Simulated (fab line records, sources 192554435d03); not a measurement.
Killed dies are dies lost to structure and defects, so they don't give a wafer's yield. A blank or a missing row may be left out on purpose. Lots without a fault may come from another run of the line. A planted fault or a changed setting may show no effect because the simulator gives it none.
Which tool did it? | flow n5_finfet | 24 lots, 72 wafers sampled, at 5 steps of a route of 1938

WHAT THE GAUGES READ, wafer by wafer
N5_BEOL_M10_RS_MEAS_57: measures by four-point-probe. Usual: M10_RS 0.153 ohm/sq, standard deviation 0.0044.
lot  | measured     | on            | M10_RS (ohm/sq)   | flag
L074 | day 10 19:07 | film_metro-01 | 0.148 0.147 0.156 |
L075 | day 11 00:41 | film_metro-01 | 0.148 0.146 0.146 |
L078 | day 11 23:13 | film_metro-02 | 0.147 0.153 0.150 |
L076 | day 12 00:02 | film_metro-02 | 0.149 0.154 0.152 |
L081 | day 12 06:10 | film_metro-01 | 0.154 0.154 0.159 |
L080 | day 12 09:59 | film_metro-01 | 0.144 0.149 0.151 |
L079 | day 12 10:41 | film_metro-02 | 0.150 0.159 0.153 |
L077 | day 12 12:41 | film_metro-02 | 0.142 0.147 0.154 |
L082 | day 12 13:14 | film_metro-01 | 0.152 0.148 0.144 |
L083 | day 12 18:07 | film_metro-02 | 0.158 0.145 0.150 |
L084 | day 13 01:13 | film_metro-02 | 0.151 0.156 0.159 |
L085 | day 13 07:24 | film_metro-01 | 0.149 0.156 0.152 |
L086 | day 13 18:04 | film_metro-02 | 0.155 0.157 0.150 |
L087 | day 13 18:18 | film_metro-02 | 0.151 0.157 0.149 |
L088 | day 14 06:49 | film_metro-01 | 0.160 0.156 0.149 |
L089 | day 14 17:05 | film_metro-02 | 0.152 0.156 0.152 |
L091 | day 14 19:18 | film_metro-02 | 0.154 0.153 0.160 |
L093 | day 15 06:43 | film_metro-01 | 0.157 0.155 0.151 |
L090 | day 15 08:07 | film_metro-02 | 0.159 0.153 0.158 |
L092 | day 15 08:13 | film_metro-01 | 0.153 0.151 0.157 |
L094 | day 15 13:25 | film_metro-01 | 0.158 0.154 0.151 |
L095 | day 16 08:02 | film_metro-02 | 0.150 0.148 0.157 |
L097 | day 16 14:10 | film_metro-01 | 0.155 0.153 0.153 |
L096 | day 16 15:07 | film_metro-01 | 0.147 0.153 0.145 |

N5_BEOL_M11_CD_MEAS_11: target cd 64.1 nm. Usual: cd_nm 64.7 nm, standard deviation 0.7.
lot  | measured     | on        | cd_nm (nm)     | flag
L074 | day 10 22:44 | cd_sem-03 | 62.8 64.1 65.1 |
L075 | day 11 04:44 | cd_sem-03 | 64.1 63.7 64.3 |
L078 | day 12 00:34 | cd_sem-02 | 65.8 63.5 64.6 |
L076 | day 12 03:11 | cd_sem-03 | 63.6 65.0 64.7 |
L081 | day 12 08:23 | cd_sem-01 | 65.5 65.5 63.9 |
L080 | day 12 12:19 | cd_sem-01 | 63.8 64.4 63.9 |
L079 | day 12 12:25 | cd_sem-02 | 65.3 64.5 64.3 |
L077 | day 12 14:45 | cd_sem-03 | 65.2 64.6 64.8 |
L082 | day 12 17:04 | cd_sem-01 | 63.7 63.5 63.8 |
L083 | day 12 22:31 | cd_sem-02 | 62.8 64.2 64.7 |
L084 | day 13 03:14 | cd_sem-03 | 64.9 65.8 65.2 |
L085 | day 13 09:22 | cd_sem-02 | 65.7 65.0 64.6 |
L086 | day 13 19:46 | cd_sem-03 | 64.5 64.2 65.2 |
L087 | day 13 19:56 | cd_sem-02 | 63.5 64.5 64.6 |
L088 | day 14 08:43 | cd_sem-03 | 64.2 64.7 64.3 |
L089 | day 14 18:18 | cd_sem-02 | 65.5 64.5 65.0 |
L091 | day 14 23:16 | cd_sem-03 | 64.1 63.9 64.3 |
L093 | day 15 08:11 | cd_sem-02 | 65.3 65.8 64.3 |
L090 | day 15 11:27 | cd_sem-03 | 65.2 65.4 64.1 |
L092 | day 15 11:02 | cd_sem-03 | 64.5 64.2 65.0 |
L094 | day 15 15:10 | cd_sem-01 | 64.8 65.7 64.3 |
L095 | day 16 09:35 | cd_sem-03 | 64.2 64.8 64.7 |
L097 | day 16 18:41 | cd_sem-03 | 65.5 65.3 64.8 |
L096 | day 16 18:51 | cd_sem-01 | 64.8 65.1 64.1 |

N5_BEOL_M12_INSPECT_12: inspects for defects (macro). Usual: raw_defect_count 2.2, standard deviation 1.6.
lot  | measured     | on                | raw_defect_count | flag
L074 | day 11 06:26 | defect_inspect-02 | 0 3 3            |
L075 | day 11 11:17 | defect_inspect-01 | 1 2 1            |
L078 | day 12 05:59 | defect_inspect-02 | 6 1 5            |
L076 | day 12 08:55 | defect_inspect-01 | 5 3 3            |
L081 | day 12 14:11 | defect_inspect-01 | 3 2 3            |
L080 | day 12 18:55 | defect_inspect-01 | 2 0 3            |
L079 | day 12 20:28 | defect_inspect-02 | 0 1 3            |
L077 | day 12 20:48 | defect_inspect-02 | 3 3 2            |
L082 | day 13 03:20 | defect_inspect-01 | 1 3 0            |
L083 | day 13 03:55 | defect_inspect-01 | 3 1 1            |
L084 | day 13 09:23 | defect_inspect-01 | 0 4 4            |
L085 | day 13 17:35 | defect_inspect-01 | 0 2 1            |
L086 | day 14 00:55 | defect_inspect-02 | 6 2 2            |
L087 | day 14 01:25 | defect_inspect-01 | 0 3 3            |
L088 | day 14 18:19 | defect_inspect-01 | 1 2 4            |
L089 | day 15 03:36 | defect_inspect-02 | 3 5 1            |
L091 | day 15 08:29 | defect_inspect-02 | 1 4 4            |
L093 | day 15 14:13 | defect_inspect-01 | 4 1 0            |
L090 | day 15 16:26 | defect_inspect-01 | 3 0 3            |
L092 | day 15 16:52 | defect_inspect-02 | 0 4 4            |
L094 | day 15 20:02 | defect_inspect-01 | 0 1 2            |
L095 | day 16 16:10 | defect_inspect-02 | 4 2 2            |
L097 | day 17 03:45 | defect_inspect-01 | 1 2 4            |
L096 | day 17 03:55 | defect_inspect-02 | 2 1 2            |

N5_BEOL_M12_INSPECT_30: inspects for defects (macro). Usual: raw_defect_count 1.9, standard deviation 1.4.
lot  | measured     | on                | raw_defect_count | flag
L074 | day 11 07:29 | defect_inspect-01 | 0 4 1            |
L075 | day 11 12:11 | defect_inspect-01 | 4 3 2            |
L078 | day 12 06:54 | defect_inspect-02 | 1 1 2            |
L076 | day 12 09:57 | defect_inspect-01 | 3 2 1            |
L081 | day 12 15:13 | defect_inspect-01 | 5 4 2            |
L080 | day 12 19:49 | defect_inspect-02 | 2 0 2            |
L079 | day 12 21:22 | defect_inspect-01 | 5 1 2            |
L077 | day 12 21:59 | defect_inspect-01 | 2 1 4            |
L082 | day 13 04:15 | defect_inspect-02 | 3 0 1            |
L083 | day 13 05:16 | defect_inspect-02 | 1 0 0            |
L084 | day 13 10:38 | defect_inspect-02 | 3 4 0            |
L085 | day 13 18:38 | defect_inspect-01 | 1 6 2            |
L086 | day 14 01:57 | defect_inspect-01 | 1 4 1            |
L087 | day 14 02:20 | defect_inspect-02 | 1 3 0            |
L088 | day 14 19:17 | defect_inspect-02 | 1 0 2            |
L089 | day 15 04:38 | defect_inspect-02 | 1 1 0            |
L091 | day 15 09:24 | defect_inspect-01 | 1 2 2            |
L093 | day 15 15:08 | defect_inspect-02 | 1 1 2            |
L090 | day 15 17:22 | defect_inspect-01 | 3 1 1            |
L092 | day 15 17:47 | defect_inspect-01 | 1 2 2            |
L094 | day 15 21:05 | defect_inspect-01 | 2 2 1            |
L095 | day 16 17:13 | defect_inspect-02 | 3 3 4            |
L097 | day 17 04:40 | defect_inspect-01 | 0 2 3            |
L096 | day 17 04:49 | defect_inspect-01 | 1 0 3            |

WHICH TOOL RAN EACH LOT (tool, then ch and the chambers of the sampled wafers, then the start)
lot  | N5_BEOL_M11_DEP_56
L074 | pecvd-04 ch 0,2, day 11 05:42
L075 | pecvd-02 ch 1,2, day 11 10:28
L078 | pecvd-04 ch 0,1, day 12 05:22
L076 | pecvd-04 ch 0,1, day 12 08:18
L081 | pecvd-04 ch 1,2, day 12 13:26
L080 | pecvd-03 ch 0,1, day 12 18:17
L079 | pecvd-02 ch 1,2, day 12 19:51
L077 | pecvd-03 ch 0,1, day 12 20:10
L082 | pecvd-04 ch 0,1,2, day 13 02:36
L083 | pecvd-04 ch 1,2, day 13 03:18
L084 | pecvd-04 ch 0,2, day 13 08:45
L085 | pecvd-02 ch 0,2, day 13 16:51
L086 | pecvd-03 ch 0,1, day 14 00:10
L087 | pecvd-04 ch 0,2, day 14 00:48
L088 | pecvd-04 ch 0,1,2, day 14 17:33
L089 | pecvd-04 ch 0,1,2, day 15 02:59
L091 | pecvd-02 ch 1,2, day 15 07:45
L093 | pecvd-03 ch 0,2, day 15 13:36
L090 | pecvd-04 ch 0,1, day 15 15:49
L092 | pecvd-03 ch 0,1, day 15 16:15
L094 | pecvd-04 ch 0,1,2, day 15 19:26
L095 | pecvd-02 ch 0,2, day 16 15:33
L097 | pecvd-03 ch 0,2, day 17 03:01
L096 | pecvd-02 ch 0,2, day 17 03:17
- N5_BEOL_M11_DEP_56: deposits SiCN from 3MS/NH3, target thk 30 nm, time 10.5 s.

WHAT THE TOOLS THEMSELVES READ (means of the sampled wafers that have a number; where no wafer has one, the mark that the record gives instead)
N5_BEOL_M11_DEP_56. Usual: showerhead_plenum_p_Torr 4.161 Torr, standard deviation 0.025; throttle_valve_pct 17.8 %, standard deviation 0.9.
lot  | tool     | showerhead_plenum_p_Torr (Torr) | throttle_valve_pct (%) | flag
L074 | pecvd-04 | 4.155                           | 17.3                   |
L075 | pecvd-02 | 4.151                           | 17.6                   |
L078 | pecvd-04 | 4.142                           | 18.3                   |
L076 | pecvd-04 | 4.146                           | 18.4                   |
L081 | pecvd-04 | 4.148                           | 17.2                   |
L080 | pecvd-03 | 4.199                           | 17.7                   |
L079 | pecvd-02 | 4.158                           | 17.7                   |
L077 | pecvd-03 | 4.179                           | 18.7                   |
L082 | pecvd-04 | 4.150                           | 17.8                   |
L083 | pecvd-04 | 4.145                           | 17.2                   |
L084 | pecvd-04 | 4.154                           | 17.8                   |
L085 | pecvd-02 | 4.155                           | 17.2                   |
L086 | pecvd-03 | 4.178                           | 18.6                   |
L087 | pecvd-04 | 4.149                           | 17.7                   |
L088 | pecvd-04 | 4.144                           | 17.9                   |
L089 | pecvd-04 | 4.150                           | 17.8                   |
L091 | pecvd-02 | 4.167                           | 17.8                   |
L093 | pecvd-03 | 4.210                           | 17.0                   |
L090 | pecvd-04 | 4.145                           | 18.4                   |
L092 | pecvd-03 | 4.204                           | 17.8                   |
L094 | pecvd-04 | 4.153                           | 17.8                   |
L095 | pecvd-02 | 4.153                           | 17.5                   |
L097 | pecvd-03 | 4.207                           | 17.2                   |
L096 | pecvd-02 | 4.150                           | 17.7                   |

THE ANSWER, worked out from the rows above alone
Rule: a lot is off if the mean of its wafers that have a number lies more than 3 standard deviations from the usual mean. A lot without any number at a reading at which 4 lots or more have one is off too. The other lots that the step has rows for count as sound. The gauges are gone through in route order, then the tools' own readings, and for those a lot's mean is taken as printed above. The first step at which some lot is off is used, and at that step the reading that is off furthest; a lot without a number counts as furthest.
No lot is off at any reading shown: from this, nothing can be told.

WHAT THE SIMULATOR HAD PUT IN
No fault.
